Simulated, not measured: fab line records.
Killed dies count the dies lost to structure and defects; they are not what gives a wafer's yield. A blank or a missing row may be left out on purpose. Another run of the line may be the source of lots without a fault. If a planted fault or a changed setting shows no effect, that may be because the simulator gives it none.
Matching of chambers    flow nandHarc    NHARC_A_STAIRCASE_DEP_301 on pecvd-04: 3 sister chambers
The step deposits SiON, target thk 30 nm. 6 wafers are shown with their chamber, then 8 later ones without.

## WAFERS, EACH WITH ITS CHAMBER
wafer   chamber  heaterPowerW (W)  rfFwdPowerW (W)
L713.1  0        898               348.0
L713.6  2        663               348.0
L718.2  1        880               348.7
L718.4  1        903               348.7
L718.6  2        757               346.4
L726.3  0        1038              350.5

## WAFERS MISSING THEIR CHAMBER
wafer   heaterPowerW (W)  rfFwdPowerW (W)
L726.4  728               347.5
L726.6  754               347.8
L727.2  1002              348.3
L727.3  889               348.3
L727.4  717               346.0
L728.1  916               347.8
L728.2  800               349.6
L728.5  796               349.8

## CHAMBER TAKEN BY EACH
wafer   from the rows above           in truth
L726.4  2                             2
L726.6  can't be placed: 2 or 1       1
L727.2  can't be placed: 0 or 1       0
L727.3  can't be placed: 1 or 0       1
L727.4  2                             2
L728.1  can't be placed: 1 or 0       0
L728.2  can't be placed: 1 or 2 or 0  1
L728.5  can't be placed: 1 or 2 or 0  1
2 of 8 placed correctly. From these rows, 6 cannot be placed; in 6 the true chamber is one of the candidates. 0 placed wrongly.
How it was worked out, from the rows above alone: a wafer's distance from a chamber is the root of the sum, over the readings, of the square of ((its reading less the chamber's mean) divided by the reading's scatter). The wafer belongs to the nearest chamber; if the next one is less than 2 further off, it can't be placed. Each chamber's mean is taken over the wafers shown for it. The scatter is the square root of a quotient: the sum, over the shown wafers, of each reading's squared deviation from its chamber's mean, divided by wafers minus chambers.
